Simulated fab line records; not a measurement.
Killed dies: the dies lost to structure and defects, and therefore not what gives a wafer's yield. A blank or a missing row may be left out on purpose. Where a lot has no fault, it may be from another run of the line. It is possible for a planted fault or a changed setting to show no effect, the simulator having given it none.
fab line records | flow n5-finfet
record lots=11 | wafers=32 | last-day=18
route steps=1938 shown BEOL_M11@1549
lots untouched by any fault: they come from a run of this same line in which no faults occurred
start-h: hours from the record's first day to the start of the lot's first wafer shown | wait-h: hours elapsed since this lot's preceding step | " as in the row above | L1.1+2: one row covering several wafers at once | - no value present, or no start provided | * or withheld: withheld | < > ~ a bound
route shown NAME@n: a module of which the file shows steps, and the number in the route of the first | usual: mean/standard deviation of fault-free wafers | same: alike in all rows | chamber/n: place in a boat | sites: readings site by site | _std_site: the values' standard deviation | _edge_site: mean of outer sites minus mean of inner sites | radius-mm: for every site, how far away it sits from the centre of the wafer | mask NAME#n: copy n | behind: the tool/chamber that last shaped the wafer | hold: reason for holding the lot/hours on hold/outcome of the hold | device: names the non-switching transistor (n, p or np) | end of line: the tests these same wafers got at the end of their route | a step given without rows: its recipe and nothing more | killed: at the first sort, the dies lost to defects and structure; wafer yield is something else | map: shows each die of a wafer: x if killed, . if not, _ if none is there
set.NAME: the run value of the setting; set.NAME@STEP: its run value at that earlier step | model.NAME: the simulator's own value behind a step, which no gauge read
the route's steps for a sample of lots (tables are steps, rows are wafers)
services: when a tool's chamber went out of use (start-h, in hours from the record's first day, below 0 if earlier), for how many hours, and the reason
## steps
# step N5_BEOL_M11_CD_MEAS_11
# recipe target-cd-nm=64.1 | landing-energy-ev=500 | detector=se-inlens | polarity=opening
# usual cd-nm=63.6/0.78
lot.wafer | tool      | chamber | start-h | wait-h | cd-nm
L750.1    | cd-sem-03 | 0       | 225.24  | -      | 64.8
L750.5    | "         | 0       | "       | "      | 64.5
L750.6    | "         | 0       | "       | "      | 64.2
L752.3    | cd-sem-01 | 0       | 243.05  | -      | 63.0
L752.5    | "         | 0       | "       | "      | 63.0
L753.1    | cd-sem-02 | 0       | 243.21  | -      | 63.4
L753.4    | "         | 0       | "       | "      | 63.4
L753.5    | "         | 0       | "       | "      | 62.8
L755.2    | cd-sem-03 | 0       | 264.49  | -      | 64.3
L755.3    | "         | 0       | "       | "      | 64.1
L755.6    | "         | 0       | "       | "      | 63.1
L756.3    | cd-sem-01 | 0       | 272.27  | -      | 63.4
L756.5    | "         | 0       | "       | "      | 64.1
L756.6    | "         | 0       | "       | "      | 64.3
L765.2    | cd-sem-02 | 0       | 317.07  | -      | 63.1
L765.3    | "         | 0       | "       | "      | 64.1
L765.5    | "         | 0       | "       | "      | 64.2
L760.2    | cd-sem-01 | 0       | 317.60  | -      | 62.4
L760.4    | "         | 0       | "       | "      | 63.9
L760.5    | "         | 0       | "       | "      | 63.7
L770.3    | cd-sem-02 | 0       | 372.46  | -      | 63.7
L770.4    | "         | 0       | "       | "      | 62.4
L770.5    | "         | 0       | "       | "      | 63.4
L771.1    | cd-sem-03 | 0       | 372.70  | -      | 64.5
L771.4    | "         | 0       | "       | "      | 64.0
L771.6    | "         | 0       | "       | "      | 63.0
L772.2    | cd-sem-01 | 0       | 378.84  | -      | 62.4
L772.3    | "         | 0       | "       | "      | 62.5
L772.4    | "         | 0       | "       | "      | 62.8
L773.1    | cd-sem-03 | 0       | 380.39  | -      | 64.1
L773.3    | "         | 0       | "       | "      | 64.4
L773.6    | "         | 0       | "       | "      | 64.1
# step N5_BEOL_M11_DESCUM_33
# recipe chemistry=O2 | time-s=7.9 | source-power-w=50 | bias-power-w=20 | pressure-mtorr=20 | rf-frequency-hz=2.712e+07 | temp-c=40 | resist=CAR-ArF | o2-flow-sccm=225
# usual chamber-pressure-mTorr=19.999/0.019 | drypump-motor-current-A=5.5/0.37 | oes-product-au=0.79/0.084 | rf-vpp-V=243.1/1.4 | showerhead-plenum-p-Torr=2.10/0.069 | throttle-valve-pct=20.52/0.22
lot.wafer | tool        | chamber | start-h | wait-h | chamber-pressure-mTorr | drypump-motor-current-A | oes-product-au | rf-hours-counter-h | rf-vpp-V | showerhead-plenum-p-Torr | throttle-valve-pct
L750.1    | rie-diel-04 | 1       | 227.60  | 0.4    | 20.010                 | 5.0                     | 0.66           | 243                | 242.6    | 2.05                     | 20.70
L750.5    | "           | 1       | "       | "      | 20.041                 | 5.0                     | 0.67           | -                  | 243.2    | 2.05                     | 20.69
L750.6    | "           | 3       | "       | "      | 19.997                 | 5.4                     | 0.71           | -                  | 243.8    | 2.18                     | 20.63
L752.3    | rie-diel-02 | 1       | 245.52  | 0.0    | 20.006                 | 6.0                     | 0.71           | 222                | 242.7    | 2.10                     | 20.80
L752.5    | "           | 1       | "       | "      | 20.000                 | 6.0                     | 0.70           | -                  | 242.5    | 2.10                     | 20.79
L753.1    | rie-diel-06 | 3       | 246.43  | 0.8    | 19.973                 | 5.2                     | 0.85           | 58                 | 244.6    | 2.20                     | 20.07
L753.4    | "           | 1       | "       | "      | 19.968                 | 5.4                     | 0.82           | 82                 | 242.9    | 2.03                     | 20.66
L753.5    | "           | 1       | "       | "      | 20.015                 | 5.4                     | 0.82           | -                  | 242.2    | 2.03                     | 20.64
L755.2    | rie-diel-06 | 2       | 265.69  | 0.0    | 20.023                 | 6.1                     | 0.76           | 154                | 243.0    | 2.10                     | 20.51
L755.3    | "           | 1       | "       | "      | 20.011                 | 5.4                     | 0.81           | 87                 | 240.8    | 2.03                     | 20.66
L755.6    | "           | 0       | "       | "      | 20.042                 | 5.6                     | 0.73           | -                  | 245.1    | 2.17                     | 20.49
L756.3    | rie-diel-04 | 3       | 276.17  | 0.0    | 20.005                 | 5.4                     | 0.70           | 225                | 243.4    | 2.18                     | 20.65
L756.5    | "           | 3       | "       | "      | 19.968                 | 5.4                     | 0.70           | -                  | 244.0    | 2.18                     | 20.63
L756.6    | "           | 0       | "       | "      | 19.983                 | 5.6                     | 0.81           | -                  | 241.4    | 2.06                     | 20.56
L760.2    | rie-diel-02 | 1       | 322.80  | 0.0    | 20.003                 | 6.0                     | 0.69           | 245                | 242.0    | 2.09                     | 20.83
L760.4    | "           | 2       | "       | "      | 20.012                 | 5.8                     | 0.86           | 55                 | 240.3    | 2.05                     | 20.20
L760.5    | "           | 3       | "       | "      | 19.998                 | 5.7                     | 0.82           | -                  | 244.3    | 2.22                     | 20.83
L765.2    | rie-diel-04 | 1       | 323.53  | 0.1    | 19.994                 | 5.0                     | 0.91           | 16                 | 243.4    | 2.04                     | 20.27
L765.3    | "           | 0       | "       | "      | 19.985                 | 5.6                     | 0.80           | 92                 | 241.5    | 2.06                     | 20.60
L765.5    | "           | 0       | "       | "      | 19.978                 | 5.6                     | 0.81           | -                  | 241.1    | 2.06                     | 20.58
L770.3    | rie-diel-06 | 2       | 373.84  | 0.0    | 20.007                 | 6.1                     | 0.73           | 182                | 243.6    | 2.09                     | 20.55
L770.4    | "           | 3       | "       | "      | 20.016                 | 5.2                     | 0.81           | 91                 | 244.4    | 2.19                     | 20.12
L770.5    | "           | 2       | "       | "      | 20.000                 | 6.1                     | 0.73           | -                  | 242.4    | 2.09                     | 20.53
L771.1    | rie-diel-06 | 3       | 374.30  | 0.2    | 19.962                 | 5.2                     | 0.79           | 92                 | 243.3    | 2.19                     | 20.14
L771.4    | "           | 2       | "       | "      | 19.994                 | 6.1                     | 0.72           | 183                | 242.9    | 2.09                     | 20.55
L771.6    | "           | 3       | "       | "      | 20.027                 | 5.2                     | 0.80           | -                  | 245.1    | 2.19                     | 20.14
L773.1    | rie-diel-06 | 2       | 382.24  | 0.0    | 19.980                 | 6.1                     | 0.72           | 185                | 241.7    | 2.09                     | 20.54
L773.3    | "           | 1       | "       | "      | 19.994                 | 5.4                     | 0.78           | 121                | 242.1    | 2.01                     | 20.71
L773.6    | "           | 2       | "       | "      | 19.988                 | 6.1                     | 0.73           | -                  | 243.1    | 2.09                     | 20.55
L772.2    | rie-diel-06 | 0       | 382.70  | 0.3    | 20.010                 | 5.6                     | 0.70           | 212                | 244.5    | 2.15                     | 20.55
L772.3    | "           | 2       | "       | "      | 19.990                 | 6.1                     | 0.73           | 185                | 242.6    | 2.09                     | 20.56
L772.4    | "           | 1       | "       | "      | 19.976                 | 5.4                     | 0.78           | 121                | 241.7    | 2.02                     | 20.71
# step N5_BEOL_M11_ALD_74
# recipe material=TaN | target-thk-a=20 | temp-c=275 | ald-precursor-family=PDMAT | ald-co-reactant=NH3 | pressure-torr=3 | carrier-flow-sccm=1500 | pulse-time-s=2 | purge-time-s=3 | co-reactant-purge-time-s=2 | co-reactant-pulse-time-s=3 | ald-cycles=40 | precursor-vessel-temp-c=75 | precursor-vessel-pressure-torr=26.25 | precursor-vessel-carrier-sccm=1000
# usual ald-cycles=40/0 | heater-power-w=423/76
lot.wafer | tool         | chamber | start-h | wait-h | ald-cycles | heater-power-w
L750.1    | ald-metal-03 | 3       | 228.71  | 0.0    | 40         | 477
L750.5    | "            | 0       | "       | "      | 40         | 333
L750.6    | "            | 1       | "       | "      | 40         | 524
L752.3    | ald-metal-03 | 3       | 247.05  | 0.1    | 40         | 454
L752.5    | "            | 3       | "       | "      | 40         | 463
L753.1    | ald-metal-03 | 3       | 247.54  | 0.0    | 40         | 458
L753.4    | "            | 1       | "       | "      | 40         | 538
L753.5    | "            | 1       | "       | "      | 40         | 546
L755.2    | ald-metal-03 | 1       | 267.00  | 0.1    | 40         | 541
L755.3    | "            | 2       | "       | "      | 40         | 383
L755.6    | "            | 2       | "       | "      | 40         | 391
L756.3    | ald-metal-04 | 3       | 277.31  | 0.0    | 40         | 540
L756.5    | "            | 2       | "       | "      | 40         | 365
L756.6    | "            | 1       | "       | "      | 40         | 484
L760.2    | ald-metal-03 | 0       | 324.34  | 0.2    | 40         | 327
L760.4    | "            | 2       | "       | "      | 45         | 377
L760.5    | "            | 0       | "       | "      | 45         | 325
L765.2    | ald-metal-03 | 3       | 324.94  | 0.0    | 40         | 467
L765.3    | "            | 1       | "       | "      | 40         | 542
L765.5    | "            | 0       | "       | "      | 45         | 326
L770.3    | ald-metal-04 | 2       | 375.05  | 0.1    | 40         | 359
L770.4    | "            | 1       | "       | "      | 40         | 495
L770.5    | "            | 3       | "       | "      | 40         | 526
L771.1    | ald-metal-04 | 0       | 375.63  | 0.0    | 40         | 333
L771.4    | "            | 1       | "       | "      | 40         | 489
L771.6    | "            | 1       | "       | "      | 40         | 505
L773.1    | ald-metal-01 | 3       | 383.75  | 0.1    | 40         | 382
L773.3    | "            | 1       | "       | "      | 40         | 448
L773.6    | "            | 1       | "       | "      | 40         | 453
L772.2    | ald-metal-04 | 0       | 384.18  | 0.0    | 40         | 321
L772.3    | "            | 2       | "       | "      | 40         | 374
L772.4    | "            | 1       | "       | "      | 40         | 483
# step N5_BEOL_M11_SURFACE_TREAT_76
# recipe gas=Ar | time-s=* | ion-energy-ev=* | ion-current-ma-cm2=0.5 | pressure-mtorr=* | ar-flow-sccm=30
# usual ar-flow-sccm=29.99/0.086 | throttle-valve-pct=*
lot.wafer | tool           | chamber | start-h | wait-h | ar-flow-sccm | throttle-valve-pct
L750.1    | pvd-sputter-02 | -       | 229.04  | 0.2    | 29.92        | *
L750.5    | "              | -       | "       | "      | 29.76        | *
L750.6    | "              | -       | "       | "      | 30.06        | *
L752.3    | pvd-sputter-01 | -       | 247.35  | 0.2    | 30.07        | *
L752.5    | "              | -       | "       | "      | 29.95        | *
L753.1    | pvd-sputter-03 | -       | 247.86  | 0.2    | 29.95        | *
L753.4    | "              | -       | "       | "      | 29.96        | *
L753.5    | "              | -       | "       | "      | 30.05        | *
L755.2    | pvd-sputter-03 | -       | 268.85  | 1.7    | 29.86        | *
L755.3    | "              | -       | "       | "      | 29.94        | *
L755.6    | "              | -       | "       | "      | 29.96        | *
L756.3    | pvd-sputter-01 | -       | 277.67  | 0.2    | 30.02        | *
L756.5    | "              | -       | "       | "      | 29.86        | *
L756.6    | "              | -       | "       | "      | 29.98        | *
L760.2    | pvd-sputter-01 | -       | 324.64  | 0.2    | 29.89        | *
L760.4    | "              | -       | "       | "      | 29.99        | *
L760.5    | "              | -       | "       | "      | 29.99        | *
L765.2    | pvd-sputter-01 | -       | 325.28  | 0.2    | 29.98        | *
L765.3    | "              | -       | "       | "      | 29.96        | *
L765.5    | "              | -       | "       | "      | 29.99        | *
L770.3    | pvd-sputter-03 | -       | 375.36  | 0.2    | 30.00        | *
L770.4    | "              | -       | "       | "      | 30.06        | *
L770.5    | "              | -       | "       | "      | 30.02        | *
L771.1    | pvd-sputter-02 | -       | 376.04  | 0.3    | 29.93        | *
L771.4    | "              | -       | "       | "      | 29.90        | *
L771.6    | "              | -       | "       | "      | 29.85        | *
L773.1    | pvd-sputter-01 | -       | 384.15  | 0.3    | 29.88        | *
L773.3    | "              | -       | "       | "      | 30.11        | *
L773.6    | "              | -       | "       | "      | 30.02        | *
L772.2    | pvd-sputter-02 | -       | 384.51  | 0.2    | 30.04        | *
L772.3    | "              | -       | "       | "      | 30.03        | *
L772.4    | "              | -       | "       | "      | 30.17        | *
## services
tool           | chamber | start-h | hours | kind
rie-diel-04    | 0       | 222.79  | 11.3  | repair
rie-diel-04    | 2       | 228.08  | 2.4   | repair
rie-diel-02    | 0       | 234.65  | -     | clean
rie-diel-02    | 0       | 234.65  | -     | consumable-replace:focus-ring
rie-diel-02    | 0       | 234.65  | 19.3  | scheduled-down
rie-diel-02    | 0       | 234.65  | 19.3  | vent-cycle
rie-diel-04    | 1       | 249.86  | -     | clean
rie-diel-04    | 1       | 249.86  | -     | consumable-replace:focus-ring
rie-diel-04    | 1       | 249.86  | 12.2  | scheduled-down
rie-diel-04    | 1       | 249.86  | 12.2  | vent-cycle
rie-diel-06    | 2       | 299.45  | 8.1   | repair
pvd-sputter-03 | -       | 316.53  | 4.6   | repair
rie-diel-06    | 0       | 337.05  | 4.8   | repair
rie-diel-02    | 1       | 338.56  | -     | clean
rie-diel-02    | 1       | 338.56  | -     | consumable-replace:focus-ring
rie-diel-02    | 1       | 338.56  | 16.8  | scheduled-down
rie-diel-02    | 1       | 338.56  | 16.8  | vent-cycle
pvd-sputter-02 | -       | 361.06  | 3.8   | repair
rie-diel-04    | 3       | 361.23  | -     | clean
rie-diel-04    | 3       | 361.23  | -     | consumable-replace:focus-ring
rie-diel-04    | 3       | 361.23  | 19.9  | scheduled-down
rie-diel-04    | 3       | 361.23  | 19.9  | vent-cycle
## key
first-sign step=N5_BEOL_M11_ALD_74 | reading=ald-cycles | direction=up | sigmas=99+ | usual=* | struck=*
effect none on later readings
met-at N5_BEOL_M11_ALD_74
struck-lots L760,L765
struck-wafers L760.4,L760.5,L765.5
not-acting-at N5_BEOL_M11_CD_MEAS_11,N5_BEOL_M11_DESCUM_33,N5_BEOL_M11_SURFACE_TREAT_76
onset-between 267.00 324.34
fault kind=process-parameter-drift | tool=ald-metal-03 | chamber=- | onset-h=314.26 | steps=N5_BEOL_M11_ALD_74 | channel=ald-cycles | offset=* | shape=step | end-h=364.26 | scope=struck-wafers-only | acts-in=* | stated=*
